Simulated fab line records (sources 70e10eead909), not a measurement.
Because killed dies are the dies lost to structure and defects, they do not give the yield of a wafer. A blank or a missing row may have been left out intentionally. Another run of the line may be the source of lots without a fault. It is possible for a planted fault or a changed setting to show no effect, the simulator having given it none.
Matching of chambers ; flow nand harc ; rie diel-05 running NHARC_A_CONTACT_ETCH_50: 4 sister chambers
The step etches the open film in CF4/CHF3, target depth 121 nm, time 60.5 s. 15 wafers are shown with their chamber, then 7 later ones without.

EACH WAFER AND ITS CHAMBER
wafer;chamber;showerhead plenum p Torr (Torr);rf vpp V (V);run length s (s)
L596.3;1;1.60;370.3;81.9
L596.4;3;1.63;373.0;82.6
L596.5;3;1.63;371.2;82.6
L604.3;1;1.59;370.1;82.1
L608.1;3;1.63;371.6;82.5
L608.2;2;1.50;369.2;81.5
L609.4;0;1.58;370.6;81.8
L614.2;1;1.59;370.3;81.9
L614.5;0;1.58;370.5;81.4
L614.6;1;1.59;370.4;81.6
L615.1;3;1.63;372.6;82.4
L615.2;2;1.50;368.6;81.8
L615.5;3;1.63;371.7;82.6
L616.2;0;1.58;370.2;81.5
L616.5;3;1.62;374.0;83.2

SIGNATURES, as means of the wafers listed above
reading;chamber 0;chamber 1;chamber 2;chamber 3;scatter within a chamber
showerhead plenum p Torr;1.5800;1.5925;1.5000;1.6283;0.00379
rf vpp V;370.433;370.275;368.900;372.350;0.728
run length s;81.567;81.875;81.650;82.650;0.244
Rule: a wafer's distance from a chamber is the root of the sum, over the readings, of the square of ((its reading less the chamber's mean) divided by the reading's scatter). If the next closest chamber is less than 2 further off than the closest, the wafer can't be placed; otherwise it belongs to the closest. How the scatter is found: for the shown wafers, subtract from each reading the mean of its chamber, square and add these, divide the total by (wafers less chambers), then take the root.

WAFERS WITHOUT THEIR CHAMBER
wafer;showerhead plenum p Torr (Torr);rf vpp V (V);run length s (s)
L616.6;1.49;367.7;82.2
L617.1;1.59;370.5;82.0
L617.2;1.50;366.3;81.6
L617.4;1.57;371.1;81.5
L619.3;1.62;371.4;82.5
L619.4;1.57;371.2;81.4
L619.5;1.62;371.7;82.4

EACH ONE'S CHAMBER
wafer;from the rows above;in truth
L616.6;2;2
L617.1;1;1
L617.2;2;2
L617.4;0;0
L619.3;3;3
L619.4;0;0
L619.5;3;3
7 of 7 placed correctly. Number that these rows cannot place: 0. Wrongly placed: 0.
